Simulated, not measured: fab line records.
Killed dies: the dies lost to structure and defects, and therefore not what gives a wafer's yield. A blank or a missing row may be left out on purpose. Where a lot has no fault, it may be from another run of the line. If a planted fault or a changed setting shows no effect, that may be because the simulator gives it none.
A lot that was struck, set against a sound lot ; flow n5-finfet ; 17 steps out of a route of 1938
Sound: wafers L986.2, L986.4. The struck wafers were L990.2, L990.3, L990.4. The cause comes at the end.
Per side, at each step with rows, come the tool, then ch with its chambers, and then its first start. Under that, the readings that differ: sound wafers ; struck wafers ; difference of the means ; sigmas: that difference in standard deviations of wafers without a fault.
alike: readings with means less than 2 such deviations apart, plus words and numbers identical on both sides. not compared: withheld readings, readings lacking a value on some wafer, bounds such as >300 that could conceal the same value, and numbers that have no deviation in the record and whose values overlap.
The two part at a step that has a row with sigmas, a row that says differs or no value, or rows on one side only. Non-overlapping numbers with no deviation appear without sigmas and do not part them. A reading missing from all wafers of one side parts the sides only when that side holds two or more wafers.

first, 10 steps without rows for these wafers: N5_FIN_SAQP_ETCH_67 (etches SiNx in CH3F/O2, target depth 30 nm); N5_FIN_SAQP_STRIP_70 (strips in N2/H2); N5_FIN_SAQP_RECESS_71 (chemistry HF/NH3, target SiO2, target depth 3 nm, afs cycles 1, sublimation time 60 s); N5_FIN_SAQP_SPACER2_ALD_28 (deposits SiO2, target thk 8.1 nm, pulse time 1 s, purge time 2 s); N5_FIN_SAQP_SPACER2_ETCHBACK_29 (etches SiO2 in CHF3/O2, target depth 12.2 nm, time 6.1 s); N5_FIN_SAQP_MANDREL2_REMOVE_60 (chemistry HBr/Cl2/O2, target a-Si, stops on SiNx, bt time 10 s); N5_FIN_SAQP_HM_OPEN_33 (chemistry CH3F/O2, target SiNx, target depth 49.4 nm, time 70.6 s); N5_FIN_SAQP_ETCH_34 (etches SiO2 in C4F6/O2, target depth 45 nm, time 15 s); N5_FIN_SAQP_STRIP_77 (strips in N2/H2, time 90 s); N5_FIN_SAQP_ETCH_64 (etches SiO2 in CF4, target depth 1.5 nm).
N5_FIN_SAQP_FIN_ETCH_36: etches the open film in HBr/Cl2/O2, target depth 120 nm, time 50.4 s.
  sound on rie-si-01 ch 0,3, day 3 02:41; struck on rie-si-04 ch 0,1,2, day 4 03:07
  no value came back on the struck wafers for any of 8 readings (HBr_flow_sccm (sccm), O2_flow_sccm (sccm) and others); on the sound wafers HBr_flow_sccm (sccm) reads 150.3 149.5
reading;sound;struck;difference;sigmas
model.SiNx_of_FIN_SAQP_HM_DEP_03.thk-nm (nm);20.2 20.4;32.2 31.8 32.6;+11.9;
then, 1 step without rows for these wafers: N5_FIN_SAQP_PRECLEAN_38 (cleans in O3/DIW, time 45 s).
N5_FIN_SAQP_PRECLEAN_45: cleans in dHF, time 10 s.
  sound on wet-bench-04 ch 0,3, day 3 02:53; struck on wet-bench-01 ch 0,1,3, day 4 03:18
reading;sound;struck;difference;sigmas
model.SiNx_of_FIN_SAQP_HM_DEP_03.thk-nm (nm);20.2 20.2;32 31.8 32.4;+12;
  alike: temp-c
then, 1 step without rows for these wafers: N5_FIN_SAQP_SRD_39 (time 30 s).
N5_FIN_SAQP_OCD_MEAS_76:
  sound on ocd-01, day 3 02:56; struck on ocd-01, day 4 03:20
reading;sound;struck;difference;sigmas
trench-depth-nm (nm);118.3 123.9;0 0.0 0;-121;-42
N5_BEOL_M4_RC_MEAS_101:
  the record has rows for the sound wafers here (prober-02 ch 0, day 9 09:46) and none for the struck ones
-- here the record skips 11 days between the struck wafers' starts before and after, leaving off in module BEOL_M4 and picking up in module PASSIVATION (first step shown: number 1936 of the route) --
N5_PASSIVATION_PROBE_49:
  sound on prober-01, day 13 17:23; struck on prober-01, day 14 23:14
reading;sound;struck;difference;sigmas
killed-at-contacts;18 31;12 10 10;-14;-2
killed-at-front-end;49 55;1128 1111 1125;+1069;+89
killed-dies;120 129;1180 1180 1180;+1056;+62
killed-on-rim;12 16;152 152 152;+138;+34
killed-open;84 88;49 68 50;-30;-2
  alike: killed_at_M0_to_M3, killed_at_M4_up, killed-at-other, killed-short

== WHERE THEY PART ==
Earliest at N5_FIN_SAQP_FIN_ETCH_36; latest, in this record, at N5_PASSIVATION_PROBE_49.

WHY: what the simulator had put in
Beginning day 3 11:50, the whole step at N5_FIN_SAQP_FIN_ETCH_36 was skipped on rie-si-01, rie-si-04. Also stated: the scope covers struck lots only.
